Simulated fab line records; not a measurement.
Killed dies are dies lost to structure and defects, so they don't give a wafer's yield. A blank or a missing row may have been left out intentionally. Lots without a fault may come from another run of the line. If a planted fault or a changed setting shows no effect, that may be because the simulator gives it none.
The tool behind it: which one? :: flow nand_harc :: 13 lots, 37 wafers sampled, at 5 steps of a route of 1302

## WHAT EACH GAUGE READ, for each wafer
NHARC_END_SORT_01.
lot: L579
measured: day 28 12:41
on: prober-02
killed_at_array: 96 63 77
killed_at_other: 0 0 0
killed_at_periphery: 6 4 10
killed_dies: 102 67 87
killed_open: 4 2 1
killed_short: 2 3 3

lot: L585
measured: day 30 18:21
on: prober-01
killed_at_array: 41 42
killed_at_other: 0 1
killed_at_periphery: 3 4
killed_dies: 44 47
killed_open: 2 4
killed_short: 2 2

## EACH LOT AND THE TOOL THAT RAN IT (in order: tool; ch and the chambers of the sampled wafers; start)
lot: L568
NHARC_A_CHANNEL_FILL_D1_ALD_02: ald_hk-01 ch 0,3, day 8 18:20
NHARC_A_CHANNEL_FILL_D1_ALD_14: ald_hk-04 ch 0,2,3, day 8 23:13
NHARC_A_CHANNEL_FILL_D1_ALD_16: ald_hk-04 ch 0,1,3, day 9 04:32
NHARC_A_CHANNEL_FILL_D1_ETCHBACK_19: rie_si-02 ch 0,1,2, day 9 16:02

lot: L569
NHARC_A_CHANNEL_FILL_D1_ALD_02: ald_hk-01 ch 1,2,3, day 9 08:37
NHARC_A_CHANNEL_FILL_D1_ALD_14: ald_hk-01 ch 0,2, day 9 15:33
NHARC_A_CHANNEL_FILL_D1_ALD_16: ald_hk-02 ch 0,1,3, day 9 20:44
NHARC_A_CHANNEL_FILL_D1_ETCHBACK_19: rie_si-02 ch 0,3, day 10 08:22

lot: L572
NHARC_A_CHANNEL_FILL_D1_ALD_02: ald_hk-02 ch 0,3, day 10 15:09
NHARC_A_CHANNEL_FILL_D1_ALD_14: ald_hk-02 ch 1,3, day 10 22:13
NHARC_A_CHANNEL_FILL_D1_ALD_16: ald_hk-01 ch 1,2, day 11 03:20
NHARC_A_CHANNEL_FILL_D1_ETCHBACK_19: rie_si-04 ch 0,2, day 11 15:14

lot: L573
NHARC_A_CHANNEL_FILL_D1_ALD_02: ald_hk-04 ch 0,1,3, day 10 15:36
NHARC_A_CHANNEL_FILL_D1_ALD_14: ald_hk-04 ch 0,3, day 10 22:13
NHARC_A_CHANNEL_FILL_D1_ALD_16: ald_hk-02 ch 0,1,2, day 11 03:20
NHARC_A_CHANNEL_FILL_D1_ETCHBACK_19: rie_si-02 ch 0,2,3, day 11 15:14

lot: L574
NHARC_A_CHANNEL_FILL_D1_ALD_02: ald_hk-01 ch 0,1,3, day 10 23:29
NHARC_A_CHANNEL_FILL_D1_ALD_14: ald_hk-02 ch 1,2,3, day 11 06:27
NHARC_A_CHANNEL_FILL_D1_ALD_16: ald_hk-01 ch 0,1,2, day 11 11:37
NHARC_A_CHANNEL_FILL_D1_ETCHBACK_19: rie_si-03 ch 0,1,2, day 12 01:23

lot: L579
NHARC_A_CHANNEL_FILL_D1_ALD_02: ald_hk-04 ch 1,2,3, day 13 05:25
NHARC_A_CHANNEL_FILL_D1_ALD_14: ald_hk-01 ch 1,2,3, day 13 11:58
NHARC_A_CHANNEL_FILL_D1_ALD_16: ald_hk-04 ch 1,2, day 13 16:58
NHARC_A_CHANNEL_FILL_D1_ETCHBACK_19: rie_si-02 ch 2,3, day 14 04:23

lot: L580
NHARC_A_CHANNEL_FILL_D1_ALD_02: ald_hk-02 ch 0,1,2, day 13 16:43
NHARC_A_CHANNEL_FILL_D1_ALD_14: ald_hk-01 ch 0,1,2, day 13 23:40
NHARC_A_CHANNEL_FILL_D1_ALD_16: ald_hk-02 ch 0,2,3, day 14 05:04
NHARC_A_CHANNEL_FILL_D1_ETCHBACK_19: rie_si-02 ch 0,2,3, day 14 18:04

lot: L582
NHARC_A_CHANNEL_FILL_D1_ALD_02: ald_hk-04 ch 0,1,2, day 14 23:24
NHARC_A_CHANNEL_FILL_D1_ALD_14: ald_hk-04 ch 0,1,2, day 15 07:11
NHARC_A_CHANNEL_FILL_D1_ALD_16: ald_hk-01 ch 0,1,3, day 15 12:19
NHARC_A_CHANNEL_FILL_D1_ETCHBACK_19: rie_si-04 ch 1,2,3, day 16 00:16

lot: L585
NHARC_A_CHANNEL_FILL_D1_ALD_02: ald_hk-01 ch 1,2, day 15 15:46
NHARC_A_CHANNEL_FILL_D1_ALD_14: ald_hk-04 ch 2,3, day 15 22:40
NHARC_A_CHANNEL_FILL_D1_ALD_16: ald_hk-04 ch 1,2, day 16 03:49
NHARC_A_CHANNEL_FILL_D1_ETCHBACK_19: rie_si-02 ch 2,3, day 16 17:06

lot: L586
NHARC_A_CHANNEL_FILL_D1_ALD_02: ald_hk-01 ch 1,3, day 16 08:07
NHARC_A_CHANNEL_FILL_D1_ALD_14: ald_hk-04 ch 1,2, day 16 14:59
NHARC_A_CHANNEL_FILL_D1_ALD_16: ald_hk-02 ch 1,3, day 16 20:04
NHARC_A_CHANNEL_FILL_D1_ETCHBACK_19: rie_si-02 ch 1,2, day 17 07:59

lot: L587
NHARC_A_CHANNEL_FILL_D1_ALD_02: ald_hk-01 ch 0,2,3, day 16 21:22
NHARC_A_CHANNEL_FILL_D1_ALD_14: ald_hk-04 ch 0,1,2, day 17 04:25
NHARC_A_CHANNEL_FILL_D1_ALD_16: ald_hk-01 ch 0,3, day 17 09:29
NHARC_A_CHANNEL_FILL_D1_ETCHBACK_19: rie_si-02 ch 0,1, day 17 23:07

lot: L589
NHARC_A_CHANNEL_FILL_D1_ALD_02: ald_hk-02 ch 0,2, day 17 15:16
NHARC_A_CHANNEL_FILL_D1_ALD_14: ald_hk-02 ch 0,1, day 17 22:10
NHARC_A_CHANNEL_FILL_D1_ALD_16: ald_hk-01 ch 0,3, day 18 03:22
NHARC_A_CHANNEL_FILL_D1_ETCHBACK_19: rie_si-04 ch 0,1, day 18 15:20

lot: L590
NHARC_A_CHANNEL_FILL_D1_ALD_02: ald_hk-04 ch 0,1, day 17 23:34
NHARC_A_CHANNEL_FILL_D1_ALD_14: ald_hk-04 ch 0,2,3, day 18 06:41
NHARC_A_CHANNEL_FILL_D1_ALD_16: ald_hk-01 ch 0,1,2, day 18 11:50
NHARC_A_CHANNEL_FILL_D1_ETCHBACK_19: rie_si-02 ch 0,1,2, day 18 23:44
- NHARC_A_CHANNEL_FILL_D1_ALD_02: deposits SiO2, target thk 6 nm, pulse time 10 s, ald cycles 60.
- NHARC_A_CHANNEL_FILL_D1_ALD_14: deposits SiO2, target thk 2.5 nm, pulse time 10 s, ald cycles 25.
- NHARC_A_CHANNEL_FILL_D1_ALD_16: deposits SiO2, target thk 1.5 nm, pulse time 10 s, ald cycles 15.
- NHARC_A_CHANNEL_FILL_D1_ETCHBACK_19: etches the open film in HBr/Cl2, target depth 5 nm, time 1.7 s.

## AS READ BY THE TOOLS THEMSELVES (means over the sampled wafers that have a number; for cases with no such wafer, the mark the record gives instead)
NHARC_A_CHANNEL_FILL_D1_ALD_02.
lot: L568
tool: ald_hk-01
heater_power_w (W): 432
precursor_pulse_height_rel: 1.005

lot: L569
tool: ald_hk-01
heater_power_w (W): 468
precursor_pulse_height_rel: 0.988

lot: L572
tool: ald_hk-02
heater_power_w (W): 378
precursor_pulse_height_rel: 1.019

lot: L573
tool: ald_hk-04
heater_power_w (W): 441
precursor_pulse_height_rel: 0.983

lot: L574
tool: ald_hk-01
heater_power_w (W): 464
precursor_pulse_height_rel: 1.013

lot: L579
tool: ald_hk-04
heater_power_w (W): 445
precursor_pulse_height_rel: 1.011

lot: L580
tool: ald_hk-02
heater_power_w (W): 414
precursor_pulse_height_rel: 0.989

lot: L582
tool: ald_hk-04
heater_power_w (W): 436
precursor_pulse_height_rel: 0.984

lot: L585
tool: ald_hk-01
heater_power_w (W): 468
precursor_pulse_height_rel: 0.986

lot: L586
tool: ald_hk-01
heater_power_w (W): 452
precursor_pulse_height_rel: 1.000

lot: L587
tool: ald_hk-01
heater_power_w (W): 417
precursor_pulse_height_rel: 1.007

lot: L589
tool: ald_hk-02
heater_power_w (W): 390
precursor_pulse_height_rel: 1.021

lot: L590
tool: ald_hk-04
heater_power_w (W): 448
precursor_pulse_height_rel: 0.997

NHARC_A_CHANNEL_FILL_D1_ALD_14.
lot: L568
tool: ald_hk-04
heater_power_w (W): 458
precursor_pulse_height_rel: 1.007

lot: L569
tool: ald_hk-01
heater_power_w (W): 477
precursor_pulse_height_rel: 1.009

lot: L572
tool: ald_hk-02
heater_power_w (W): 419
precursor_pulse_height_rel: 1.000

lot: L573
tool: ald_hk-04
heater_power_w (W): 464
precursor_pulse_height_rel: 0.993

lot: L574
tool: ald_hk-02
heater_power_w (W): 412
precursor_pulse_height_rel: 1.009

lot: L579
tool: ald_hk-01
heater_power_w (W): 474
precursor_pulse_height_rel: 1.029

lot: L580
tool: ald_hk-01
heater_power_w (W): 456
precursor_pulse_height_rel: 1.006

lot: L582
tool: ald_hk-04
heater_power_w (W): 440
precursor_pulse_height_rel: 1.010

lot: L585
tool: ald_hk-04
heater_power_w (W): 483
precursor_pulse_height_rel: 0.983

lot: L586
tool: ald_hk-04
heater_power_w (W): 420
precursor_pulse_height_rel: 1.004

lot: L587
tool: ald_hk-04
heater_power_w (W): 441
precursor_pulse_height_rel: 0.993

lot: L589
tool: ald_hk-02
heater_power_w (W): 394
precursor_pulse_height_rel: 1.008

lot: L590
tool: ald_hk-04
heater_power_w (W): 478
precursor_pulse_height_rel: 1.004

NHARC_A_CHANNEL_FILL_D1_ALD_16.
lot: L568
tool: ald_hk-04
heater_power_w (W): 449
precursor_pulse_height_rel: 0.994

lot: L569
tool: ald_hk-02
heater_power_w (W): 398
precursor_pulse_height_rel: 1.004

lot: L572
tool: ald_hk-01
heater_power_w (W): 487
precursor_pulse_height_rel: 1.008

lot: L573
tool: ald_hk-02
heater_power_w (W): 418
precursor_pulse_height_rel: 0.996

lot: L574
tool: ald_hk-01
heater_power_w (W): 484
precursor_pulse_height_rel: 0.983

lot: L579
tool: ald_hk-04
heater_power_w (W): 425
precursor_pulse_height_rel: 0.992

lot: L580
tool: ald_hk-02
heater_power_w (W): 392
precursor_pulse_height_rel: 1.004

lot: L582
tool: ald_hk-01
heater_power_w (W): 435
precursor_pulse_height_rel: 0.987

lot: L585
tool: ald_hk-04
heater_power_w (W): 426
precursor_pulse_height_rel: 1.006

lot: L586
tool: ald_hk-02
heater_power_w (W): 409
precursor_pulse_height_rel: 0.998

lot: L587
tool: ald_hk-01
heater_power_w (W): 406
precursor_pulse_height_rel: 0.992

lot: L589
tool: ald_hk-01
heater_power_w (W): 404
precursor_pulse_height_rel: 0.986

lot: L590
tool: ald_hk-01
heater_power_w (W): 466
precursor_pulse_height_rel: 1.002

NHARC_A_CHANNEL_FILL_D1_ETCHBACK_19.
lot: L568
tool: rie_si-02
drypump_motor_current_A (A): 5.8
oes_product_au (a.u.): 0.997
throttle_valve_pct (%): 26.401

lot: L569
tool: rie_si-02
drypump_motor_current_A (A): 5.8
oes_product_au (a.u.): 1.006
throttle_valve_pct (%): 26.394

lot: L572
tool: rie_si-04
drypump_motor_current_A (A): 5.6
oes_product_au (a.u.): 1.007
throttle_valve_pct (%): 26.411

lot: L573
tool: rie_si-02
drypump_motor_current_A (A): 6.0
oes_product_au (a.u.): 1.007
throttle_valve_pct (%): 26.403

lot: L574
tool: rie_si-03
drypump_motor_current_A (A): 5.5
oes_product_au (a.u.): 1.012
throttle_valve_pct (%): 26.407

lot: L579
tool: rie_si-02
drypump_motor_current_A (A): 5.6
oes_product_au (a.u.): 0.998
throttle_valve_pct (%): 26.403

lot: L580
tool: rie_si-02
drypump_motor_current_A (A): 6.0
oes_product_au (a.u.): 1.001
throttle_valve_pct (%): 26.406

lot: L582
tool: rie_si-04
drypump_motor_current_A (A): 5.2
oes_product_au (a.u.): 1.005
throttle_valve_pct (%): 26.403

lot: L585
tool: rie_si-02
drypump_motor_current_A (A): 5.7
oes_product_au (a.u.): 1.001
throttle_valve_pct (%): 26.407

lot: L586
tool: rie_si-02
drypump_motor_current_A (A): 5.5
oes_product_au (a.u.): 1.006
throttle_valve_pct (%): 26.414

lot: L587
tool: rie_si-02
drypump_motor_current_A (A): 5.5
oes_product_au (a.u.): 1.004
throttle_valve_pct (%): 26.394

lot: L589
tool: rie_si-04
drypump_motor_current_A (A): 5.1
oes_product_au (a.u.): 1.014
throttle_valve_pct (%): 26.406

lot: L590
tool: rie_si-02
drypump_motor_current_A (A): 5.8
oes_product_au (a.u.): 1.000
throttle_valve_pct (%): 26.408

## THE ANSWER, worked out from the rows above alone
Rule: usual is defined by the lots themselves. The widest of any qualifying gaps counts: lots, ordered by their means at a reading, are off when they make up no more than a third of the lots, leave a main group of 4 or more, and stand apart from it by 3 or more times the standard deviation of that group's means. A main group is skipped when, at the precision printed for the reading in the tables above, its means are all equal. Also off: a lot with no number at a reading for which 4 or more lots have one. Any other lot the step has rows for is counted as sound. First the gauges in route order, then the tools' own readings, where a lot's mean is used as printed above. The first step at which some lot is off is used, and at that step the reading that is off furthest; a lot without a number counts as furthest.
Nothing can be told from this: no lot is off at any reading shown.

## WHAT WAS PUT IN BY THE SIMULATOR
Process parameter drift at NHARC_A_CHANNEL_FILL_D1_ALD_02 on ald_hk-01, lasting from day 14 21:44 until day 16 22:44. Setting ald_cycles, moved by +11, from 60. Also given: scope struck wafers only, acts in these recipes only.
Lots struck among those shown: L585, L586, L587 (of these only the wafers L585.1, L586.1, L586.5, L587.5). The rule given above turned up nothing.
